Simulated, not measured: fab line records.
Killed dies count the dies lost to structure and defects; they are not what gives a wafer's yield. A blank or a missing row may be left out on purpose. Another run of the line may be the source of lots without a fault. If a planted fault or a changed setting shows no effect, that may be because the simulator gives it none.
Matching of chambers :: flow nand harc :: 4 sister chambers for NHARC_P_CONTACT_ETCH_18 on rie diel-10
The step etches the open film in C4F8/O2/Ar, target depth 481 nm, time 240.5 s. 4 wafers are shown with their chamber, then 7 later ones without.

## WAFERS WITH THEIR CHAMBER
wafer: L636.6
chamber: 2
rf vpp V (V): 983

wafer: L634.2
chamber: 1
rf vpp V (V): 975

wafer: L635.1
chamber: 3
rf vpp V (V): 976

wafer: L635.2
chamber: 0
rf vpp V (V): 969

## WAFERS MISSING THEIR CHAMBER
wafer: L635.5
rf vpp V (V): 969

wafer: L637.1
rf vpp V (V): 974

wafer: L637.2
rf vpp V (V): 969

wafer: L637.4
rf vpp V (V): 983

wafer: L653.3
rf vpp V (V): 975

wafer: L653.4
rf vpp V (V): 969

wafer: L653.5
rf vpp V (V): 969

## CHAMBER TAKEN BY EACH
wafer: L635.5
from the rows above: 0
in truth: 0

wafer: L637.1
from the rows above: 1
in truth: 1

wafer: L637.2
from the rows above: 0
in truth: 0

wafer: L637.4
from the rows above: 2
in truth: 2

wafer: L653.3
from the rows above: 1
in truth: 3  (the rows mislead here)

wafer: L653.4
from the rows above: 0
in truth: 0

wafer: L653.5
from the rows above: 0
in truth: 0
6 of 7 placed correctly. Left unplaced by these rows: 0. Placed wrongly: 1.
How it was worked out, from the rows above alone: a wafer's distance from a chamber is the root of the sum, over the readings, of the square of ((its reading less the chamber's mean) divided by the reading's scatter). If the next closest chamber is less than 2 further off than the closest, the wafer can't be placed; otherwise it belongs to the closest. For every chamber, the mean is computed from those of its wafers that are shown. The scatter (one wafer shown for each chamber): square how far every hidden wafer sits from the nearest shown wafer, average those squares and take the square root.
